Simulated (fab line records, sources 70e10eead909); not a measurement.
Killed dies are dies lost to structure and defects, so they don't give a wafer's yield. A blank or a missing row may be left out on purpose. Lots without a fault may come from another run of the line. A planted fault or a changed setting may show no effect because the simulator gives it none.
Chamber matching | flow nand_harc | NHARC_A_STAIRCASE_DESCUM_11 on rie_diel-01: 4 sister chambers
The step chemistry O2, time 3 s. 4 wafers are shown with their chamber, then 12 later ones without.

WAFERS WITH THEIR CHAMBER
wafer  | chamber | drypump_motor_current_A (A)
L091.4 | 1       | 5.5
L092.2 | 3       | 5.2
L092.3 | 2       | 4.8
L092.6 | 0       | 5.8

WAFERS WITHOUT THEIR CHAMBER
wafer  | drypump_motor_current_A (A)
L093.2 | 5.5
L093.3 | 4.8
L093.4 | 5.7
L095.2 | 5.8
L095.5 | 5.5
L095.6 | 4.8
L097.3 | 4.9
L097.4 | 5.2
L097.6 | 4.8
L096.3 | 5.8
L096.4 | 5.1
L096.5 | 5.8

WHICH CHAMBER EACH WENT THROUGH
wafer  | from the rows above | in truth
L093.2 | 1                   | 1
L093.3 | 2                   | 2
L093.4 | 0                   | 0
L095.2 | 0                   | 0
L095.5 | 1                   | 1
L095.6 | 2                   | 2
L097.3 | 2                   | 2
L097.4 | 3                   | 3
L097.6 | 2                   | 2
L096.3 | 0                   | 0
L096.4 | 3                   | 3
L096.5 | 0                   | 0
Placed correctly: 12 of 12. Can't be placed from these rows: 0. Placed wrongly: 0.
How it was worked out, from the rows above alone: a wafer's distance from a chamber is the root of the sum, over the readings, of the square of ((its reading less the chamber's mean) divided by the reading's scatter). The wafer belongs to the nearest chamber; if the next one is less than 2 further off, it can't be placed. A chamber's mean is the mean of its shown wafers. The scatter: with one shown wafer a chamber, the root of the mean of the squares of how far each hidden wafer lies from its nearest shown one.
